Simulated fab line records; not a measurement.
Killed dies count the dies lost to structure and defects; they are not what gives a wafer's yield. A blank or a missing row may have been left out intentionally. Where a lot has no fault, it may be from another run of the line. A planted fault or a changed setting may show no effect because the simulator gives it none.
The same fault as seen by 2 desks | flow nandHarc | numbers are kept per desk, each desk with only its own; the story behind them comes last

## FROM THE METROLOGY DESK
What the gauges read, lot by lot, whatever tool the lot ran on: means of the sampled wafers that have a number. If a lot's mean is further than 4 standard deviations from the usual mean, the lot is out of limits and carries the mark OUT (the distance appears in the brackets).
Columns: A = thkNm at NHARC_A_ONON_D1_THK_MEAS_05, usual 999 nm; B = thkNm at NHARC_A_ONON_D1_THK_MEAS_11, usual 1001 nm
lot  | first seen here | A    | B
L199 | day 7 06:37     | 990  | 991
L201 | day 8 07:31     | 1001 | 1012
L207 | day 9 10:04     | 993  | 711 (-32) OUT
L208 | day 9 23:02     | 1001 | 697 (-33) OUT
L213 | day 11 07:43    | 1009 | 1023
L214 | day 11 07:43    | 1006 | 995
L215 | day 11 15:00    | 980  | 1007
L216 | day 11 15:00    | 1001 | 1003
L218 | day 12 00:34    | 992  | 985
L219 | day 12 07:04    | 1009 | 991
L220 | day 12 18:04    | 1010 | 1019
L221 | day 12 18:04    | 1014 | 1006
L222 | day 13 21:45    | 989  | 994
This desk finds L207, L208 out of limits, L207 being first, at day 9 11:11 (thkNm at NHARC_A_ONON_D1_THK_MEAS_11). Within limits: L199, L201, L213, L214, L215, L216, L218, L219, L220, L221, L222.

## FOR THE TOOL OWNER'S DESK: pecvdOnon-04
The tool's own readings at NHARC_A_ONON_D1_DEP_09 (target thk 1000 nm): means of the sampled wafers that have a number, for each lot that ran on this tool. If a lot's mean is further than 4 standard deviations from the usual mean, the lot is out of limits and carries the mark OUT (the distance appears in the brackets).
Columns: A = susceptorTempC at NHARC_A_ONON_D1_DEP_09, usual 399.96 C
lot  | first seen here | A
L199 | day 7 07:15     | 399.90
L207 | day 9 10:41     | 399.91
L208 | day 9 23:40     | 400.20
This desk's verdict: no lot among the 3 shows anything out of limits.

## BROUGHT TOGETHER
An alarm was possible from the metrology desk at day 9 11:11, on L207, L208.
The desk of the tool owner found nothing out of limits.
Tool owner's desk: L207, L208 on record, inside its limits.
The lots listed all ran NHARC_A_ONON_D1_DEP_09 on pecvdOnon-04.

## WHAT HAD BEEN PUT IN BY THE SIMULATOR
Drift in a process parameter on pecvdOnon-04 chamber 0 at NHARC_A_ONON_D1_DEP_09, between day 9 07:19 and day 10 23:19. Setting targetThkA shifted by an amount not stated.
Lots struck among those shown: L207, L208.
Per desk, hours elapsed from the start of the fault to the first reading out of limits: for the metrology desk, 4.
